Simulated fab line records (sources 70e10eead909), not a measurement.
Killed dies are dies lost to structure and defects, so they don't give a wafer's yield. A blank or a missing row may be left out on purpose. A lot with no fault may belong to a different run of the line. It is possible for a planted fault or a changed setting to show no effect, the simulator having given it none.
What tool caused it? | flow nandHarc | 18 wafers from 6 lots sampled at 5 of the route's 1159 steps

## WHAT THE GAUGES SHOWED, per wafer
NHARC_END_SORT_01.
lot  | measured     | on        | killedAtOther
L980 | day 19 22:40 | prober-02 | 0 0 0
L991 | day 22 12:31 | prober-01 | 0 1 7
L995 | day 23 23:53 | prober-01 | 0 0 0

## WHICH TOOL RAN EACH LOT (tool, then ch and the chambers of the sampled wafers, then the start)
lot  | NHARC_A_CHANNEL_HOLE_D1_ETCH_25 | NHARC_A_CHANNEL_HOLE_D1_ETCH_33 | NHARC_A_CHANNEL_FILL_D1_ALD_15               | NHARC_A_CHANNEL_FILL_D1_ALD_16
L980 | harEtch-01 ch 0,1, day 9 08:25  | harEtch-01 ch 0,1, day 9 09:30  | aldSinBatch-02 ch 0, day 9 23:52 or earlier  | aldHk-02 ch 1,2, day 9 23:52
L988 | harEtch-02 ch 0,1, day 11 01:55 | harEtch-02 ch 0,1, day 11 02:53 | aldSinBatch-02 ch 0, day 11 19:40 or earlier | aldHk-01 ch 1,2,3, day 11 19:40
L991 | harEtch-02 ch 0,1, day 11 18:50 | harEtch-02 ch 0,1, day 11 19:47 | aldSinBatch-03 ch 0, day 12 09:57 or earlier | aldHk-02 ch 0,1,2, day 12 09:57
L995 | harEtch-01 ch 0,1, day 12 20:45 | harEtch-01 ch 0,1, day 12 21:43 | aldSinBatch-01 ch 0, day 13 14:32 or earlier | aldHk-02 ch 0,2,3, day 13 14:32
L997 | harEtch-01 ch 0,1, day 13 07:27 | harEtch-01 ch 0,1, day 13 08:17 | aldSinBatch-01 ch 0, day 13 22:43 or earlier | aldHk-04 ch 1,2, day 13 22:43
L998 | harEtch-02 ch 0,1, day 14 02:17 | harEtch-02 ch 0,1, day 14 03:22 | aldSinBatch-01 ch 0, day 14 17:52 or earlier | aldHk-01 ch 0,1,2, day 14 17:52
- NHARC_A_CHANNEL_HOLE_D1_ETCH_25: etches the open film in C4F8/O2/Ar, time 1040.2 s, target depth 1500 nm.
- NHARC_A_CHANNEL_HOLE_D1_ETCH_33: etches the open film in C4F8/O2/Ar, time 90 s, target depth 400 nm.
- NHARC_A_CHANNEL_FILL_D1_ALD_15: deposits SiNx, target thk 2 nm, pulse time 60 s, ald cycles 19.
- NHARC_A_CHANNEL_FILL_D1_ALD_16: deposits SiO2, target thk 1.5 nm, pulse time 10 s, ald cycles 15.

## THE ANSWER, worked out from the rows above alone
Rule: the usual values come from the lots themselves. Put in order of their means at a reading, lots are off if they are a third of the lots or fewer, leave a main group of 4 or more, and stand apart from it by a gap of 3 or more times the standard deviation of the main group's means; of several such gaps the widest counts. Not used: any main group whose means are identical at the precision the tables above print for the reading. A lot without any number at a reading at which 4 lots or more have one is off too. Where the step has rows for the other lots, those lots are counted as sound.
No lot is off at any reading shown: from this, nothing can be told.

## WHAT HAD BEEN PUT IN BY THE SIMULATOR
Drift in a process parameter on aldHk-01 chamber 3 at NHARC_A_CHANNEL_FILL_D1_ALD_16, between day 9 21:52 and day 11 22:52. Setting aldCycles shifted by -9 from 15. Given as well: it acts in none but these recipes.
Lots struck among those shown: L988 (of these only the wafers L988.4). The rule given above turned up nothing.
